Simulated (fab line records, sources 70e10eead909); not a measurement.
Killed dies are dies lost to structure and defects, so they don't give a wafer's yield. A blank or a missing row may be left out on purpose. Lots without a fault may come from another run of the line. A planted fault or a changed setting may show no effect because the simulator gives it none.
A struck lot beside a sound one | flow nand_harc | 15 steps out of a route of 1302
Sound: wafers L404.1, L404.2, L404.5. Struck: wafers L407.1, L407.2, L407.4. The cause comes at the end.
At each step with rows: each side's tool, then ch and its chambers, then its first start. Under that, the readings that differ: sound wafers | struck wafers | difference of the means | sigmas: that difference in standard deviations of wafers without a fault.
alike: readings whose means differ by less than 2 such deviations, and words and numbers that are the same on both sides. not compared: withheld readings, readings that some wafer has no value for, bounds like >300 that may hide the same value, and numbers for which the record gives no deviation and whose values overlap.
The two part at a step that has a row with sigmas, a row that says differs or no value, or rows on one side only. Numbers that don't overlap but have no deviation are shown without sigmas and don't part them. A reading that every wafer of one side lacks parts them only if that side has two wafers or more.

first, 1 step without rows for these wafers: NHARC_A_ONON_D1_DEP_09 (target thk 1000 nm).
NHARC_A_ONON_D1_THK_MEAS_11: measures by ellipsometry.
  sound on film_metro-02, day 7 23:19; struck on film_metro-02, day 9 11:05
  reading     | sound          | struck      | difference | sigmas
  thk_nm (nm) | 1015 1015 1015 | 994 994 994 | -21        | -2
then, 1 step without rows for these wafers: NHARC_A_ONON_D1_DEP_12 (target thk 1000 nm).
NHARC_A_ONON_D1_THK_MEAS_14: measures by ellipsometry.
  sound on film_metro-01, day 7 23:52; struck on film_metro-01, day 9 11:39
  reading     | sound       | struck         | difference | sigmas
  thk_nm (nm) | 985 985 986 | 1012 1012 1013 | +27        | +3
then, 2 steps without rows for these wafers: NHARC_A_ONON_D1_ANNEAL_15 (time 3600 s); NHARC_A_ONON_D1_DEP_16 (target thk 1000 nm).
NHARC_A_ONON_D1_THK_MEAS_18: measures by ellipsometry.
  sound on film_metro-01, day 8 07:38; struck on film_metro-01, day 9 19:19
  alike: thk_nm
then, 1 step without rows for these wafers: NHARC_A_ONON_D1_DEP_19 (target thk 1000 nm).
NHARC_A_ONON_D1_THK_MEAS_21: measures by ellipsometry.
  sound on film_metro-02, day 8 08:13; struck on film_metro-01, day 9 19:53
  reading     | sound       | struck         | difference | sigmas
  thk_nm (nm) | 985 987 985 | 1024 1022 1024 | +38        | +4
then, 1 step without rows for these wafers: NHARC_A_ONON_D1_DEP_22 (target thk 1000 nm).
NHARC_A_ONON_D1_THK_MEAS_24: measures by ellipsometry.
  sound on film_metro-02, day 8 08:47; struck on film_metro-01, day 9 20:26
  alike: thk_nm
NHARC_A_ONON_D1_DEP_25: target thk 1000 nm.
  sound on pecvd_onon-01 ch 0, day 8 08:50; struck on pecvd_onon-04 ch 0, day 9 20:30
NHARC_A_ONON_D1_THK_MEAS_27: measures by ellipsometry.
  sound on film_metro-01, day 8 09:21; struck on film_metro-01, day 9 21:01
  reading     | sound          | struck      | difference | sigmas
  thk_nm (nm) | 1017 1017 1016 | 654 654 653 | -363       | -41
then, 1 step without rows for these wafers: NHARC_A_ONON_D1_DEP_28 (target thk 1000 nm).
-- the record jumps here: 16 days lie between the struck wafers' starts before and after (it left off in module A_ONON_D1 and takes up again in module END, whose first step shown is number 1302 of the route) --
NHARC_END_SORT_01:
  the record has rows for the struck wafers here (prober-01 ch 0, day 26 06:53) and none for the sound ones

WHERE THEY PART
First at NHARC_A_ONON_D1_THK_MEAS_11; last, within this record, at NHARC_END_SORT_01.

WHY: what the simulator had put in
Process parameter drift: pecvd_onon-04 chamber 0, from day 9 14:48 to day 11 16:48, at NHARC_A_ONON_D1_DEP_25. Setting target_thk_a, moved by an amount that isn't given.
